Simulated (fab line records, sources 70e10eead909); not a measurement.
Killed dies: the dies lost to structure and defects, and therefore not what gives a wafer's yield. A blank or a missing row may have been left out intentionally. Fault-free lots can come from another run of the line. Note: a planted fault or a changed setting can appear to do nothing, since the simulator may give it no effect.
Commonality check across tools -- flow nand_harc -- Sampled: 11 lots, 33 wafers

== WHAT PROMPTED THE OPENING ==
On 2 of the 11 lots, a flag is raised at NHARC_A_M1_CD_MEAS_09 on the reading cd_nm. Wafers without a fault read 120.1 nm, standard deviation 0.65.
Rule: flag the lot when none of its wafers has a number, or when each of its wafers that has one lies beyond 4 standard deviations from that mean. As for the other lots, they are considered sound.

lot,measured,on,"cd_nm (nm), wafer by wafer",flag
L280,day 17 22:53,cd_sem-01,119.9 120.1 119.6,
L281,day 18 06:04,cd_sem-01,120.4 121.2 119.9,
L282,day 18 10:26,cd_sem-01,120.2 120.5 120.0,
L285,day 18 10:38,cd_sem-02,121.2 119.9 120.1,
L291,day 20 12:20,cd_sem-03,135.9 135.9 135.0,FLAGGED
L289,day 20 12:50,cd_sem-03,135.7 135.6 135.2,FLAGGED
L296,day 21 22:28,cd_sem-02,119.9 119.6 120.6,
L300,day 22 20:55,cd_sem-01,119.3 120.1 119.5,
L301,day 23 07:14,cd_sem-03,119.3 119.5 120.4,
L302,day 23 11:43,cd_sem-01,121.0 119.2 120.0,
L303,day 23 19:22,cd_sem-02,120.5 120.1 120.1,
The mean of the flagged lots' numbers is 135.6 nm, +15.5 nm from the usual (+24 standard deviations).

== WHICH TOOL RAN EACH LOT ==
2 process steps preceding the reading are held in the record, out of 1159 steps in the route. Read each cell as the tool, then ch plus the chambers that the sampled wafers visited, then the start.
lot,flag,NHARC_A_BLC_PVD_32,NHARC_A_M1_PEB_07
L280,,"pvd_sputter-01, day 17 18:58 or earlier","litho_track-06 ch 0, day 17 22:49"
L281,,"pvd_sputter-02, day 18 02:11 or earlier","litho_track-04 ch 0, day 18 05:59"
L282,,"pvd_sputter-01, day 18 06:32 or earlier","litho_track-06 ch 0, day 18 10:22"
L285,,"pvd_sputter-02, day 18 06:43 or earlier","litho_track-04 ch 0, day 18 10:34"
L291,FLAGGED,"pvd_sputter-02, day 20 07:55 or earlier","litho_track-04 ch 0, day 20 12:16"
L289,FLAGGED,"pvd_sputter-02, day 20 08:36 or earlier","litho_track-04 ch 0, day 20 12:46"
L296,,"pvd_sputter-02, day 21 18:30 or earlier","litho_track-06 ch 0, day 21 22:22"
L300,,"pvd_sputter-02, day 22 17:00 or earlier","litho_track-06 ch 0, day 22 20:49"
L301,,"pvd_sputter-01, day 23 03:16 or earlier","litho_track-01 ch 0, day 23 07:10"
L302,,"pvd_sputter-01, day 23 07:36 or earlier","litho_track-04 ch 0, day 23 11:38"
L303,,"pvd_sputter-03, day 23 15:26 or earlier","litho_track-04 ch 0, day 23 19:17"
These steps, and what they do:
- NHARC_A_BLC_PVD_32: deposits Ti, target thk 5 nm, time 17.7 s.
- NHARC_A_M1_PEB_07: peb time 65 s.
- NHARC_A_M1_CD_MEAS_09: target cd 120 nm.

== FLAGGED OVER TOTAL, TOOL BY TOOL (the gauges that took the reading come last) ==
step,tool,lots run,flagged,share of the flagged lots,sound lots run after its first flagged lot
NHARC_A_BLC_PVD_32,pvd_sputter-01,4,0,none,-
NHARC_A_BLC_PVD_32,pvd_sputter-02,6,2,all,"2 (L296,L300)"
NHARC_A_BLC_PVD_32,pvd_sputter-03,1,0,none,-
NHARC_A_M1_PEB_07,litho_track-01,1,0,none,-
NHARC_A_M1_PEB_07,litho_track-04,6,2,all,"2 (L302,L303)"
NHARC_A_M1_PEB_07,litho_track-06,4,0,none,-
NHARC_A_M1_CD_MEAS_09,cd_sem-01,5,0,none,-
NHARC_A_M1_CD_MEAS_09,cd_sem-02,3,0,none,-
NHARC_A_M1_CD_MEAS_09,cd_sem-03,3,2,all,1 (L301)
NHARC_A_BLC_PVD_32 gives no start for some lots, so the hours and the order of its lots are those of NHARC_A_M0_INSPECT_11.

== WHAT THE TABLE PERMITS ==
Every flagged lot was run by 3 rows of the table: pvd_sputter-02 at NHARC_A_BLC_PVD_32, litho_track-04 at NHARC_A_M1_PEB_07 and cd_sem-03 at NHARC_A_M1_CD_MEAS_09.
- pvd_sputter-02 at NHARC_A_BLC_PVD_32: 2 of its 6 lots flagged. Sound lots followed the first flagged one (L296, L300) on it, something a lasting fault affecting the whole tool could not allow.
- litho_track-04 at NHARC_A_M1_PEB_07: 2 of its 6 lots flagged. Sound lots followed the first flagged one (L302, L303) on it, something a lasting fault affecting the whole tool could not allow. Its own readings lie more than 4 standard deviations out on every wafer of the flagged lots: heater_power_total_W, plate_temp_C.
- cd_sem-03 at NHARC_A_M1_CD_MEAS_09: 2 of its 3 lots flagged. Sound lots followed the first flagged one (L301) on it, something a lasting fault affecting the whole tool could not allow.
Not one row of the table ran every flagged lot while running no sound lot after the first.

== WHAT THE SIMULATOR HAD PUT IN ==
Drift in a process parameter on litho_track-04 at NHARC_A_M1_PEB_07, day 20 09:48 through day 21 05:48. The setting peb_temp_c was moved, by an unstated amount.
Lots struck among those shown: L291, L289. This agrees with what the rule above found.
